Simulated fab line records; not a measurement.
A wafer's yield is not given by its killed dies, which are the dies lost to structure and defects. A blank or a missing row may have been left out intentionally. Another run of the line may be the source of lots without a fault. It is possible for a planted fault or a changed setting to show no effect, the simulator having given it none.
Matching of chambers :: flow nand-harc :: NHARC_A_STAIRCASE_ETCHBACK_422 on rie-diel-13 has 4 sister chambers
The step etches the open film in CH3F/O2, target depth 40 nm, time 74.286 s. 8 wafers are shown with their chamber, then 7 later ones without.

WAFERS, EACH WITH ITS CHAMBER
wafer: L074.2
chamber: 0
showerhead-plenum-p-Torr (Torr): 2.38
rf-vpp-V (V): 243.3

wafer: L077.6
chamber: 0
showerhead-plenum-p-Torr (Torr): 2.38
rf-vpp-V (V): 242.0

wafer: L085.6
chamber: 3
showerhead-plenum-p-Torr (Torr): 2.64
rf-vpp-V (V): 245.6

wafer: L089.1
chamber: 1
showerhead-plenum-p-Torr (Torr): 2.50
rf-vpp-V (V): 244.0

wafer: L089.4
chamber: 2
showerhead-plenum-p-Torr (Torr): 2.34
rf-vpp-V (V): 242.8

wafer: L089.6
chamber: 3
showerhead-plenum-p-Torr (Torr): 2.63
rf-vpp-V (V): 245.4

wafer: L090.1
chamber: 2
showerhead-plenum-p-Torr (Torr): 2.34
rf-vpp-V (V): 243.1

wafer: L090.4
chamber: 1
showerhead-plenum-p-Torr (Torr): 2.50
rf-vpp-V (V): 244.6

WAFERS WITHOUT THEIR CHAMBER
wafer: L090.5
showerhead-plenum-p-Torr (Torr): 2.36
rf-vpp-V (V): 243.1

wafer: L092.4
showerhead-plenum-p-Torr (Torr): 2.63
rf-vpp-V (V): 247.5

wafer: L092.5
showerhead-plenum-p-Torr (Torr): 2.63
rf-vpp-V (V): 246.3

wafer: L092.6
showerhead-plenum-p-Torr (Torr): 2.36
rf-vpp-V (V): 243.6

wafer: L093.1
showerhead-plenum-p-Torr (Torr): 2.36
rf-vpp-V (V): 243.8

wafer: L093.5
showerhead-plenum-p-Torr (Torr): 2.63
rf-vpp-V (V): 247.0

wafer: L093.6
showerhead-plenum-p-Torr (Torr): 2.36
rf-vpp-V (V): 243.0

EACH ONE'S CHAMBER
wafer: L090.5
from the rows above: can't be placed: 2 or 0
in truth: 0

wafer: L092.4
from the rows above: 3
in truth: 3

wafer: L092.5
from the rows above: 3
in truth: 3

wafer: L092.6
from the rows above: can't be placed: 2 or 0
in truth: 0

wafer: L093.1
from the rows above: can't be placed: 2 or 0
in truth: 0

wafer: L093.5
from the rows above: 3
in truth: 3

wafer: L093.6
from the rows above: can't be placed: 2 or 0
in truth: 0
3 of 7 placed correctly. Not placeable from these rows: 4 (in 4, the candidates include the true chamber). 0 placed wrongly.
How it was worked out, from the rows above alone: a wafer's distance from a chamber is the root of the sum, over the readings, of the square of ((its reading less the chamber's mean) divided by the reading's scatter). If the next closest chamber is less than 2 further off than the closest, the wafer can't be placed; otherwise it belongs to the closest. A chamber's mean is the mean of its shown wafers. The scatter is the square root of a quotient: the sum, over the shown wafers, of each reading's squared deviation from its chamber's mean, divided by wafers minus chambers.
